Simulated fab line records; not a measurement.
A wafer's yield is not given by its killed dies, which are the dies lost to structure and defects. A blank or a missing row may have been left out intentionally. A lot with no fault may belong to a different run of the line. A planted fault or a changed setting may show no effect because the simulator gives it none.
fab line records ; flow nand-harc
record: lots: 5; wafers: 15; last-day: 24
route steps=1159 shown P_GATE@126 END@1159
lots untouched by any fault: they come from a run of this same line in which no faults occurred
start-h: start of the lot's first displayed wafer, in hours after the record's first day ; wait-h: hours since the lot's step before ; " as in the row above ; L1.1+2: one row covering several wafers at once ; - no value present, or no start provided ; * or withheld: withheld ; < > ~ a bound
route shown NAME@n: a module of which the file shows steps, and the number in the route of the first ; usual: mean and standard deviation over wafers with no fault ; same: alike in all rows ; chamber/n: place in a boat ; sites: each site's reading ; _std_site: standard deviation across them ; _edge_site: mean of outer sites minus mean of inner sites ; radius-mm: how far each site lies from the wafer's centre ; mask NAME#n: copy n ; behind: the tool/chamber that last shaped the wafer ; hold: what put the lot on hold/how long, in hours/how the hold closed ; device: whichever transistor did not switch (one of n, p or np) ; end of line: at the end of the route, the tests of the same wafers ; a step without rows: its recipe alone ; killed: not the wafer's yield, but the dies lost to structure and defects at the first sort ; map: a wafer's dies, marking killed ones x, the rest . and places with no die _
set.NAME: the setting the step ran with; set.NAME@STEP: the setting that earlier step ran with ; model.NAME: the simulator's own value behind a step, which no gauge read
certain route steps with their lots: each step a table, each wafer a row
services: a tool's chamber out of use, with start hour (start-h, from the record's first day; less than 0 if before it), hours out, and reason
== steps ==
step: NHARC_P_GATE_STRIP_15
recipe: time-s: 780; temp-c: 130; chemistry: SPM
step: NHARC_P_GATE_PRECLEAN_71
recipe: time-s: *; temp-c: 50; bath-age-min: 0; chemistry: SC1
step: NHARC_P_GATE_SRD_72
step: NHARC_P_GATE_OXIDE_16
recipe: target-thk-a: 30; temp-c: 875; ox-time-s: 392; material: SiO2
step: NHARC_P_GATE_CVD_17
recipe: target-thk-a: 1500; temp-c: 620; time-s: 900; material: poly-Si
step: NHARC_P_GATE_HM_DEP_102
recipe: target-thk-a: 1200; temp-c: 400; material: aC
usual: throttle-valve-pct: 35.001/0.0087
lot.wafer;tool;chamber;start-h;wait-h;throttle-valve-pct
L450.2;acl-dep-01;0;81.73;1.7;34.997
L450.5;acl-dep-01;0;81.73;1.7;34.999
L450.6;acl-dep-01;0;81.73;1.7;34.988
L460.1;acl-dep-02;0;147.98;0.4;34.993
L460.2;acl-dep-02;0;147.98;0.4;34.994
L460.6;acl-dep-02;0;147.98;0.4;35.008
L463.1;acl-dep-01;0;163.97;0.4;34.989
L463.4;acl-dep-01;0;163.97;0.4;35.006
L463.6;acl-dep-01;0;163.97;0.4;35.001
L471.2;acl-dep-01;0;216.77;0.5;34.991
L471.3;acl-dep-01;0;216.77;0.5;34.993
L471.5;acl-dep-01;0;216.77;0.5;35.003
L472.1;acl-dep-01;0;217.29;1.0;35.009
L472.2;acl-dep-01;0;217.29;1.0;35.007
L472.6;acl-dep-01;0;217.29;1.0;35.011
step: NHARC_P_GATE_DEP_103
recipe: target-thk-a: 300; target-thk-nm: 30; temp-c: 400; flow-sccm: 200; rf-w: 350; material: SiON
step: NHARC_P_GATE_DEHYDRATE_18
recipe: temp-c: 150; time-s: 120
step: NHARC_P_GATE_HMDS_19
recipe: time-s: 30
step: NHARC_P_GATE_COAT_20
recipe: spin-rpm: 1500; resist-thk-nm: 90
step: NHARC_P_GATE_SOFTBAKE_21
recipe: temp-c: 105; time-s: 55
step: NHARC_P_GATE_EBR_22
step: NHARC_P_GATE_EXPOSE_23
recipe: na: 1.35; target-cd-nm: 120; dose-mj: 93.91; mask-id: P_GATE
same: na: 1.35
lot.wafer;tool;chamber;start-h;wait-h;mask
L450.2+5+6;arfi-scanner-01;0;82.83;-;P_GATE#0
L460.1+2+6;arfi-scanner-02;0;149.18;-;P_GATE#0
L463.1+4+6;arfi-scanner-02;0;165.03;-;P_GATE_R1#0
L471.2+3+5;arfi-scanner-03;0;217.86;-;P_GATE#0
L472.1+2+6;arfi-scanner-02;0;218.38;-;P_GATE#0
step: NHARC_P_GATE_PEB_24
recipe: peb-temp-c: 100; peb-time-s: 65
step: NHARC_P_GATE_DEVELOP_25
recipe: develop-time-s: 35; dev-temp-c: 23
step: NHARC_P_GATE_CD_MEAS_26
recipe: target-cd-nm: 120; landing-energy-ev: 500
usual: cd-nm: 119.8/0.66
lot.wafer;tool;chamber;start-h;wait-h;cd-nm
L450.2;cd-sem-03;0;82.97;-;119.8
L450.5;cd-sem-03;0;82.97;-;120.7
L450.6;cd-sem-03;0;82.97;-;119.8
L460.1;cd-sem-01;0;149.32;-;119.6
L460.2;cd-sem-01;0;149.32;-;119.2
L460.6;cd-sem-01;0;149.32;-;119.8
L463.1;cd-sem-02;0;165.17;-;105.3
L463.4;cd-sem-02;0;165.17;-;106.9
L463.6;cd-sem-02;0;165.17;-;105.7
L471.2;cd-sem-01;0;218.00;-;120.2
L471.3;cd-sem-01;0;218.00;-;120.8
L471.5;cd-sem-01;0;218.00;-;120.1
L472.1;cd-sem-01;0;218.52;-;118.9
L472.2;cd-sem-01;0;218.52;-;118.6
L472.6;cd-sem-01;0;218.52;-;119.3
step: NHARC_P_GATE_OVL_MEAS_27
usual: overlay-x-nm: 0.0/0.84; overlay-y-nm: -0.1/0.87
lot.wafer;tool;chamber;start-h;wait-h;overlay-x-nm;overlay-y-nm
L450.2;overlay-02;-;83.05;-;1.1;-0.7
L450.5;overlay-02;-;83.05;-;1.2;-0.4
L450.6;overlay-02;-;83.05;-;0.7;-0.4
L460.1;overlay-01;-;149.41;-;-1.5;0.1
L460.2;overlay-01;-;149.41;-;-1.7;0.7
L460.6;overlay-01;-;149.41;-;-1.6;0.6
L463.1;overlay-01;-;165.26;-;0.6;-0.9
L463.4;overlay-01;-;165.26;-;0.8;-0.7
L463.6;overlay-01;-;165.26;-;0.2;-0.4
L471.2;overlay-02;-;218.08;-;-0.6;-0.5
L471.3;overlay-02;-;218.08;-;-0.2;-0.8
L471.5;overlay-02;-;218.08;-;-0.6;-0.4
L472.1;overlay-01;-;218.60;-;-0.6;-0.4
L472.2;overlay-01;-;218.60;-;-0.5;-0.5
L472.6;overlay-01;-;218.60;-;-1.2;-0.1
step: NHARC_P_GATE_INSPECT_28
usual: raw-defect-count: 6.4/2.7
lot.wafer;tool;chamber;start-h;wait-h;raw-defect-count
L450.2;defect-inspect-02;-;83.09;0.0;7
L450.5;defect-inspect-02;-;83.09;0.0;5
L450.6;defect-inspect-02;-;83.09;0.0;8
L460.1;defect-inspect-01;-;149.44;0.0;7
L460.2;defect-inspect-01;-;149.44;0.0;10
L460.6;defect-inspect-01;-;149.44;0.0;4
L463.1;defect-inspect-02;-;165.30;0.0;7
L463.4;defect-inspect-02;-;165.30;0.0;8
L463.6;defect-inspect-02;-;165.30;0.0;5
L471.2;defect-inspect-02;-;218.12;0.0;6
L471.3;defect-inspect-02;-;218.12;0.0;9
L471.5;defect-inspect-02;-;218.12;0.0;6
L472.1;defect-inspect-01;-;218.64;0.0;6
L472.2;defect-inspect-01;-;218.64;0.0;8
L472.6;defect-inspect-01;-;218.64;0.0;4
step: NHARC_P_GATE_DESCUM_31
recipe: time-s: 3; o2-flow-sccm: 200; ar-flow-sccm: 0; bias-power-w: 0; chemistry: O2
usual: drypump-motor-current-A: 5.8/0.42; oes-product-au: 1.003/0.0094; rf-vpp-V: 57.8/0.88; showerhead-plenum-p-Torr: 1.90/0.083; throttle-valve-pct: 11.311/0.0082
lot.wafer;tool;chamber;start-h;wait-h;drypump-motor-current-A;oes-product-au;rf-hours-counter-h;rf-vpp-V;showerhead-plenum-p-Torr;throttle-valve-pct;model.P_GATE.cd-nm
L450.2;rie-diel-05;1;83.15;0.1;5.2;0.981;16;56.1;1.81;11.296;119.2
L450.5;rie-diel-05;1;83.15;0.1;5.2;0.984;-;57.5;1.81;11.311;120.1
L450.6;rie-diel-05;2;83.15;0.1;6.7;1.000;-;58.1;1.83;11.308;119.4
L460.2;rie-diel-05;0;149.51;0.1;5.9;0.999;32;56.6;1.80;11.302;118.8
L460.1;rie-diel-05;2;149.51;0.1;6.6;1.000;31;56.2;1.83;11.297;118.7
L460.6;rie-diel-05;2;149.51;0.1;6.7;1.008;-;57.6;1.83;11.312;119.3
L463.4;rie-diel-02;2;165.46;0.2;5.4;1.021;2;58.2;2.02;11.313;106.4
L463.1;rie-diel-02;3;165.46;0.2;5.9;1.000;2;57.4;1.97;11.316;106.1
L463.6;rie-diel-02;2;165.46;0.2;5.4;1.018;-;56.6;2.02;11.314;105.4
L471.2;rie-diel-13;3;218.18;0.1;5.7;1.007;45;59.5;1.95;11.316;120.3
L471.3;rie-diel-13;0;218.18;0.1;5.1;1.011;45;57.4;1.83;11.329;120.4
L471.5;rie-diel-13;3;218.18;0.1;5.8;1.008;-;59.8;1.95;11.328;120.2
L472.1;rie-diel-05;2;218.71;0.1;6.6;0.996;9;58.1;1.83;11.316;118.5
L472.2;rie-diel-05;3;218.71;0.1;5.7;0.994;9;58.4;2.00;11.323;119.3
L472.6;rie-diel-05;2;218.71;0.1;6.7;0.989;-;57.0;1.83;11.316;118.5
step: NHARC_P_GATE_ETCH_104
recipe: target-depth-a: 600; time-s: withheld; cf4-flow-sccm: 100; chf3-flow-sccm: 30; ar-flow-sccm: 0; rf-w: 500; bias-w: 200; chemistry: CF4/CHF3
usual: drypump-motor-current-A: 5.9/0.4; oes-product-au: 0.950/0.021; rf-vpp-V: 370.4/2.3; showerhead-plenum-p-Torr: 1.57/0.064; throttle-valve-pct: 16.802/0.0098
lot.wafer;tool;chamber;start-h;wait-h;drypump-motor-current-A;oes-product-au;rf-vpp-V;showerhead-plenum-p-Torr;throttle-valve-pct
L450.2;rie-diel-05;1;83.24;0.1;5.2;0.922;368.9;1.49;16.804
L450.6;rie-diel-05;0;83.24;0.1;5.9;0.920;367.5;1.49;16.797
L450.5;rie-diel-05;1;83.24;0.1;5.2;0.925;368.2;1.49;16.801
L460.2;rie-diel-05;3;149.61;0.1;5.7;0.934;373.0;1.65;16.793
L460.1;rie-diel-05;0;149.61;0.1;5.8;0.936;368.4;1.49;16.792
L460.6;rie-diel-05;3;149.61;0.1;5.7;0.927;373.8;1.65;16.802
L463.1;rie-diel-02;1;165.59;0.1;6.0;0.945;371.3;1.58;16.807
L463.4;rie-diel-02;2;165.59;0.1;5.4;0.969;372.1;1.65;16.802
L463.6;rie-diel-02;1;165.59;0.1;5.9;0.952;370.2;1.59;16.779
L471.2;rie-diel-13;3;218.26;0.1;5.7;0.963;370.2;1.60;16.797
L471.3;rie-diel-13;1;218.26;0.1;5.6;0.986;372.3;1.59;16.780
L471.5;rie-diel-13;3;218.26;0.1;5.7;0.960;371.5;1.60;16.805
L472.2;rie-diel-05;3;218.79;0.1;5.7;0.913;372.2;1.64;16.787
L472.1;rie-diel-05;1;218.79;0.1;5.2;0.930;367.3;1.49;16.824
L472.6;rie-diel-05;3;218.79;0.1;5.7;0.904;372.1;1.64;16.783
step: NHARC_P_GATE_HM_OPEN_105
recipe: target-depth-a: 3600; o2-flow-sccm: 400; cos-flow-sccm: 20; ar-flow-sccm: 0; rf-w: 500; bias-w: 300; chemistry: O2/COS
usual: drypump-motor-current-A: 5.8/0.4; oes-product-au: 1.003/0.0085; rf-vpp-V: 467.2/2.8; showerhead-plenum-p-Torr: 3.12/0.13; throttle-valve-pct: 28.330/0.0097
lot.wafer;tool;chamber;start-h;wait-h;drypump-motor-current-A;oes-product-au;rf-hours-counter-h;rf-vpp-V;showerhead-plenum-p-Torr;throttle-valve-pct
L450.2;rie-diel-05;1;-;-;5.2;1.003;16;463.9;2.96;28.340
L450.5;rie-diel-05;2;-;-;6.6;1.006;-;462.7;3.00;28.332
L450.6;rie-diel-05;3;-;-;5.7;0.997;-;469.4;3.27;28.328
L460.2;rie-diel-05;3;-;-;5.7;0.988;32;470.6;3.26;28.320
L460.1;rie-diel-05;0;-;-;5.9;0.990;33;462.8;2.95;28.338
L460.6;rie-diel-05;3;-;-;5.7;0.977;-;470.5;3.26;28.326
L463.4;rie-diel-02;3;-;-;5.9;0.998;2;468.7;3.21;28.332
L463.1;rie-diel-02;0;-;-;6.4;1.017;2;463.3;2.95;28.337
L463.6;rie-diel-02;3;-;-;5.9;0.992;-;470.3;3.21;28.315
L471.2;rie-diel-13;2;-;-;5.7;1.010;46;465.0;3.02;28.336
L471.3;rie-diel-13;3;-;-;5.7;1.002;45;467.9;3.18;28.327
L471.5;rie-diel-13;2;-;-;5.7;1.000;-;464.3;3.02;28.328
L472.1;rie-diel-05;1;-;-;5.2;1.003;10;463.4;2.96;28.332
L472.2;rie-diel-05;2;-;-;6.7;0.989;9;466.0;2.99;28.326
L472.6;rie-diel-05;2;-;-;6.7;0.995;-;464.4;2.99;28.318
step: NHARC_P_GATE_STRIP_106
recipe: o2-flow-sccm: 400; cos-flow-sccm: 20; ar-flow-sccm: 0; bias-w: 0; chemistry: O2/COS
step: NHARC_P_GATE_ETCH_114
recipe: target-depth-a: 300; overetch-a: 30; time-s: 16.5; ion-energy-ev: 100; cf4-flow-sccm: 80; o2-flow-sccm: 20; ar-flow-sccm: 0; rf-w: 300; bias-w: 100; chemistry: CF4/O2
usual: drypump-motor-current-A: 5.8/0.39; oes-product-au: 1.003/0.0085; rf-vpp-V: 197.8/1.4; showerhead-plenum-p-Torr: 1.33/0.055; throttle-valve-pct: 13.396/0.0091
lot.wafer;tool;chamber;start-h;wait-h;drypump-motor-current-A;oes-product-au;rf-hours-counter-h;rf-vpp-V;showerhead-plenum-p-Torr;throttle-valve-pct
L450.2;rie-diel-05;0;-;-;5.9;0.991;17;197.8;1.26;13.403
L450.5;rie-diel-05;0;-;-;5.8;1.002;-;195.2;1.26;13.402
L450.6;rie-diel-05;1;-;-;5.2;0.990;-;196.2;1.26;13.399
L460.2;rie-diel-05;3;-;-;5.7;0.994;32;199.9;1.40;13.403
L460.1;rie-diel-05;2;-;-;6.7;0.995;32;196.1;1.28;13.395
L460.6;rie-diel-05;0;-;-;5.8;0.987;-;195.9;1.26;13.383
L463.1;rie-diel-02;2;-;-;5.4;1.012;2;198.1;1.40;13.394
L463.4;rie-diel-02;3;-;-;5.9;0.996;2;198.5;1.38;13.395
L463.6;rie-diel-02;3;-;-;5.8;1.016;-;197.4;1.38;13.401
L471.2;rie-diel-13;2;-;-;5.7;0.995;46;197.4;1.29;13.375
L471.3;rie-diel-13;3;-;-;5.7;1.008;45;198.5;1.36;13.388
L471.5;rie-diel-13;2;-;-;5.7;1.008;-;198.0;1.29;13.393
L472.1;rie-diel-05;2;-;-;6.7;0.998;9;196.2;1.27;13.411
L472.2;rie-diel-05;1;-;-;5.2;1.002;10;196.9;1.26;13.396
L472.6;rie-diel-05;3;-;-;5.7;0.987;-;199.3;1.40;13.406
step: NHARC_P_GATE_ETCH_32
recipe: target-depth-a: 1500; over-etch-frac: 1; over-etch-ion-energy-ev: 40; time-s: 100.1; hbr-flow-sccm: 150; cl2-flow-sccm: 50; rf-w: 400; icp-w: 400; bias-w: 100; chemistry: HBr/Cl2
usual: drypump-motor-current-A: 5.9/0.31; oes-product-au: 0.996/0.0092; throttle-valve-pct: 26.405/0.0094
lot.wafer;tool;chamber;start-h;wait-h;drypump-motor-current-A;oes-product-au;rf-hours-counter-h;throttle-valve-pct;model.P_GATE.cd-nm
L450.2;rie-si-02;3;83.61;-;5.7;1.000;0.4;26.397;117.4
L450.5;rie-si-02;3;83.61;-;5.7;0.995;-;26.404;118.6
L450.6;rie-si-02;0;83.61;-;5.6;1.000;-;26.410;124.4
L460.1;rie-si-04;0;150.43;-;5.4;0.983;0.4;26.398;120.3
L460.2;rie-si-04;1;150.43;-;5.6;1.010;0.3;26.396;123.9
L460.6;rie-si-04;0;150.43;-;5.4;0.982;-;26.415;124.8
L463.1;rie-si-03;3;166.00;-;5.9;0.986;0.0;26.416;106
L463.4;rie-si-03;2;166.00;-;6.2;0.999;0.0;26.397;106.7
L463.6;rie-si-03;3;166.00;-;5.9;0.983;-;26.397;104.4
L471.2;rie-si-03;0;218.66;-;6.5;0.986;0.4;26.397;123.3
L471.3;rie-si-03;2;218.66;-;6.3;0.989;0.7;26.417;117.1
L471.5;rie-si-03;3;218.66;-;5.9;0.997;-;26.393;121.2
L472.2;rie-si-03;3;219.21;-;5.9;0.989;0.8;26.420;119.6
L472.1;rie-si-03;0;219.21;-;6.5;0.992;0.6;26.383;119.6
L472.6;rie-si-03;2;219.21;-;6.3;0.981;-;26.394;119.3
step: NHARC_P_GATE_STRIP_108
recipe: o2-flow-sccm: 500; ar-flow-sccm: 0; bias-w: 0; chemistry: O2
usual: drypump-motor-current-A: 5.8/0.43; oes-product-au: 1.003/0.0089; rf-vpp-V: 57.7/0.88; showerhead-plenum-p-Torr: 3.51/0.14; throttle-valve-pct: 17.036/0.0093
lot.wafer;tool;chamber;start-h;wait-h;drypump-motor-current-A;oes-product-au;rf-hours-counter-h;rf-vpp-V;showerhead-plenum-p-Torr;throttle-valve-pct
L450.2;rie-diel-05;1;83.82;-;5.2;0.992;16;56.7;3.35;17.048
L450.6;rie-diel-05;2;83.82;-;6.7;1.006;-;57.7;3.39;17.059
L450.5;rie-diel-05;3;83.82;-;5.7;1.002;-;57.2;3.70;17.038
L460.2;rie-diel-05;0;150.57;-;5.9;0.991;33;57.4;3.33;17.043
L460.1;rie-diel-05;3;150.57;-;5.7;0.993;32;57.1;3.69;17.025
L460.6;rie-diel-05;2;150.57;-;6.7;0.993;-;57.3;3.38;17.010
L463.1;rie-diel-02;3;166.24;-;5.9;1.001;2;58.8;3.63;17.057
L463.4;rie-diel-02;0;166.24;-;6.4;1.011;2;58.5;3.34;17.027
L463.6;rie-diel-02;1;166.24;-;6.0;0.993;-;58.1;3.55;17.050
L471.3;rie-diel-13;3;218.83;-;5.7;0.998;45;59.9;3.59;17.047
L471.2;rie-diel-13;0;218.83;-;5.1;1.017;45;58.9;3.39;17.036
L471.5;rie-diel-13;1;218.83;-;5.6;0.999;-;58.2;3.56;17.027
L472.2;rie-diel-05;3;219.35;-;5.7;0.989;9;59.1;3.68;17.040
L472.1;rie-diel-05;0;219.35;-;5.9;0.998;10;57.8;3.33;17.038
L472.6;rie-diel-05;3;219.35;-;5.7;0.985;-;59.1;3.68;17.042
step: NHARC_END_SORT_01
recipe: temp-c: 25
usual: killed-at-array: 27/11; killed-at-other: 0.6/0.89; killed-at-periphery: 3.0/2.4; killed-dies: 31/12; killed-open: 3.2/1.6; killed-short: 2.0/1.5
same: gross-dies: 677
lot.wafer;tool;chamber;start-h;wait-h;killed-at-array;killed-at-other;killed-at-periphery;killed-dies;killed-open;killed-short
L463.1;prober-02;0;506.58;2.5;41;0;18;59;4;1
L463.4;prober-02;0;509.00;3.4;40;0;18;58;4;2
L463.6;prober-02;0;510.62;4.0;40;0;13;53;1;2
killed by level:class
L463.1 A_CHANNEL_HOLE_D1:chamber-film-flake=18 P_GATE:area-expose=16 A_SLIT:chamber-film-flake=14 A_SOURCE_PLATE:geometric-particle:open=2 A_BLC:geometric-particle:open=2 P_GATE:chamber-film-flake=2 A_CONTACT:chamber-film-flake=2 A_ONON_D1:geometric-particle:short=1
L463.4 P_GATE:area-expose=16 A_CHANNEL_HOLE_D1:chamber-film-flake=12 A_SLIT:chamber-film-flake=12 A_BLC:chamber-film-flake=5 A_STAIRCASE:chamber-film-flake=4 P_M0:geometric-particle:short=1 P_M1:geometric-particle:open=1 A_ONON_D1:geometric-particle:short=1
L463.6 A_SLIT:chamber-film-flake=18 A_CHANNEL_HOLE_D1:chamber-film-flake=12 P_GATE:area-expose=12 A_BLC:chamber-film-flake=3 A_WL_FILL:geometric-particle:short=2 A_STAIRCASE:chamber-film-flake=2 A_CONTACT:chamber-film-flake=2 A_SOURCE_PLATE:geometric-particle:open=1
map L463.1 (x killed, . not)
____________.____________
_________.x....._________
_______...x..x...._______
______.............______
_____............x.._____
____.................____
____.................____
___...................___
___.........x.........___
__.....................__
__.....................__
_.............x..x.x...._
_xx......x.............._
_.x..........x..x......._
_..........x..x...x....._
_xx.........x..x.xxx...._
..xx........x..xxxxx.x...
xx.x...xx.........x.x....
x.......x..x......x......
x..xx............xx.x....
..................x......
_...........x..........._
_..........x............_
_x.............x........_
_.......x..............._
_..........x............_
__.....................__
__.....................__
___...................___
___.........x.........___
____.................____
____.................____
_____.............x._____
______.............______
_______..........._______
_________......._________
____________.____________
map L460.2 (x killed, . not)
____________.____________
_________......._________
_______..........._______
______.............______
_____..........x...._____
____......x..........____
____.................____
___...................___
___.......x...........___
__..................x..__
__...x.................__
_...................x..._
_.................x..x.._
_......................._
_................xx....._
_..............x..x....._
..............x...xx.x...
x.............x..x.......
.................xx.x....
..x...............x......
..................x......
_..x...................._
_.........x............._
_......................._
_......................._
_......................._
__.....................__
__................x....__
___..............x....___
___....x..............___
____.......x.........____
____....x.....x...x..____
_____..............._____
______............x______
_______.x........x_______
_________......._________
____________.____________
== services ==
tool;chamber;start-h;hours;kind
arfi-scanner-02;-;68.80;3.0;repair
arfi-scanner-02;-;84.00;4.0;pm
arfi-scanner-01;-;89.26;0.6;repair
rie-diel-13;-;99.00;9.0;pm
rie-si-04;-;99.00;9.0;pm
rie-si-02;3;106.67;1.0;repair
rie-diel-05;1;112.26;52.3;repair
acl-dep-01;-;113.08;13.0;pm
rie-diel-02;3;120.17;5.6;repair
rie-si-03;0;134.45;20.4;repair
arfi-scanner-03;-;140.00;4.0;pm
arfi-scanner-01;-;144.87;0.3;repair
rie-diel-02;-;150.78;9.0;pm
rie-si-03;-;155.00;9.0;pm
rie-diel-05;-;160.11;0.2;repair
rie-diel-05;-;163.60;9.0;pm
rie-diel-02;0;166.70;11.0;repair
acl-dep-02;-;169.72;13.0;pm
rie-diel-02;2;178.96;18.6;repair
rie-si-03;0;188.06;7.4;repair
arfi-scanner-02;-;193.16;0.2;repair
arfi-scanner-01;-;196.00;4.0;pm
arfi-scanner-03;-;205.65;0.7;repair
rie-diel-05;2;214.35;2.3;repair
== key ==
first-sign: step: NHARC_P_GATE_EXPOSE_23; reading: mask; direction: changed
effect: step: NHARC_P_GATE_CD_MEAS_26; reading: cd-nm; direction: down; sigmas: 21; usual: 119.8; struck: 105.9
effect: step: NHARC_END_SORT_01; reading: killed-at-periphery; direction: up; sigmas: 5.5; usual: 3.0; struck: 16.3
model-effect: step: NHARC_P_GATE_DESCUM_31; value: P_GATE.cd-nm; without: 119; struck: 106
model-effect: step: NHARC_P_GATE_ETCH_32; value: P_GATE.cd-nm; without: 118.8; struck: 105.7
met-at NHARC_P_GATE_EXPOSE_23
struck-wafers L463.1,L463.4,L463.6
tester-left-out L463
onset-between 149.18 165.03
fault: kind: wrong-mask; tool: any; chamber: -; onset-h: 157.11; steps: NHARC_P_GATE_EXPOSE_23; aux-copy: P_GATE_R1#0; cd-offset-nm: -13.048; scope: struck-lots-only
tester-left-out: of these lots the tester's yield and bins aren't shown, on N5 and GAA mostly nor the transistor test; their killed dies are dies lost to structure and defects alone, not to doping, threshold or leakage, so they don't give the yield
